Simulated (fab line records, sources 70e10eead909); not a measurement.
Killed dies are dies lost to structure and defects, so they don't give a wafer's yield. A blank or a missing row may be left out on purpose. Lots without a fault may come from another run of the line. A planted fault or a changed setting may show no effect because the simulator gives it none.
Chamber matching | flow nand_harc | NHARC_P_STI_CMP_21 on cmp-03: 4 sister chambers
The step polishes, t overpolish 20 s, target thk 380.67 nm. 4 wafers are shown with their chamber, then 9 later ones without.

WAFERS WITH THEIR CHAMBER
wafer  | chamber | motor_current_A (A)
L081.6 | 1       | 10.3
L081.4 | 0       | 11.0
L083.5 | 3       | 13.4
L083.6 | 2       | 12.1

WAFERS WITHOUT THEIR CHAMBER
wafer  | motor_current_A (A)
L089.3 | 10.7
L089.4 | 12.4
L089.6 | 10.8
L094.1 | 11.0
L094.2 | 10.2
L094.3 | 11.1
L095.2 | 11.2
L095.5 | 10.7
L095.6 | 13.0

WHICH CHAMBER EACH WENT THROUGH
wafer  | from the rows above     | in truth
L089.3 | can't be placed: 0 or 1 | 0
L089.4 | 2                       | 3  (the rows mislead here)
L089.6 | can't be placed: 0 or 1 | 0
L094.1 | 0                       | 0
L094.2 | 1                       | 1
L094.3 | 0                       | 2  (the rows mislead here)
L095.2 | 0                       | 0
L095.5 | can't be placed: 0 or 1 | 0
L095.6 | 3                       | 3
Placed correctly: 4 of 9. Can't be placed from these rows: 3 (the true chamber is among the candidates in 3). Placed wrongly: 2.
How it was worked out, from the rows above alone: a wafer's distance from a chamber is the root of the sum, over the readings, of the square of ((its reading less the chamber's mean) divided by the reading's scatter). The wafer belongs to the nearest chamber; if the next one is less than 2 further off, it can't be placed. A chamber's mean is the mean of its shown wafers. The scatter: with one shown wafer a chamber, the root of the mean of the squares of how far each hidden wafer lies from its nearest shown one.
